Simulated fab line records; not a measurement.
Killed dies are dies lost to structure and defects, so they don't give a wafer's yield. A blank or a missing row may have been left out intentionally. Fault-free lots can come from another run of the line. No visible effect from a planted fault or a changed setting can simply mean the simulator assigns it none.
Matching of chambers | flow n5_finfet | N5_HKMG_FIN_HK_ALD_01 on ald_hk-03: 4 sister chambers
The step deposits HfO2, target thk 1.6 nm, pulse time 3 s, purge time 3 s. 4 wafers are shown with their chamber, then 7 later ones without.

== EACH WAFER AND ITS CHAMBER ==
wafer  | chamber | precursor_pulse_height_rel
L272.2 | 1       | 1.011
L272.6 | 0       | 1.011
L275.1 | 3       | 1.003
L275.4 | 2       | 0.987

== WAFERS WITHOUT THEIR CHAMBER ==
wafer  | precursor_pulse_height_rel
L275.6 | 1.021
L284.3 | 0.984
L284.5 | 1.026
L284.6 | 1.005
L285.1 | 1.003
L285.2 | 0.977
L285.6 | 0.964

== WHICH CHAMBER EACH WENT THROUGH ==
wafer  | from the rows above               | in truth
L275.6 | can't be placed: 0 or 1 or 3      | 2
L284.3 | can't be placed: 2 or 3           | 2
L284.5 | can't be placed: 0 or 1 or 3      | 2
L284.6 | can't be placed: 3 or 0 or 1 or 2 | 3
L285.1 | can't be placed: 3 or 0 or 1 or 2 | 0
L285.2 | can't be placed: 2 or 3           | 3
L285.6 | can't be placed: 2 or 3           | 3
Placed correctly: 0 of 7. Not placeable from these rows: 7 (in 5, the candidates include the true chamber). 0 placed wrongly.
How it was worked out, from the rows above alone: a wafer's distance from a chamber is the root of the sum, over the readings, of the square of ((its reading less the chamber's mean) divided by the reading's scatter). If the next closest chamber is less than 2 further off than the closest, the wafer can't be placed; otherwise it belongs to the closest. The mean given for a chamber averages the wafers shown for that chamber. The scatter: root of mean squared gap, hidden wafer to nearest shown wafer, with one shown wafer a chamber.
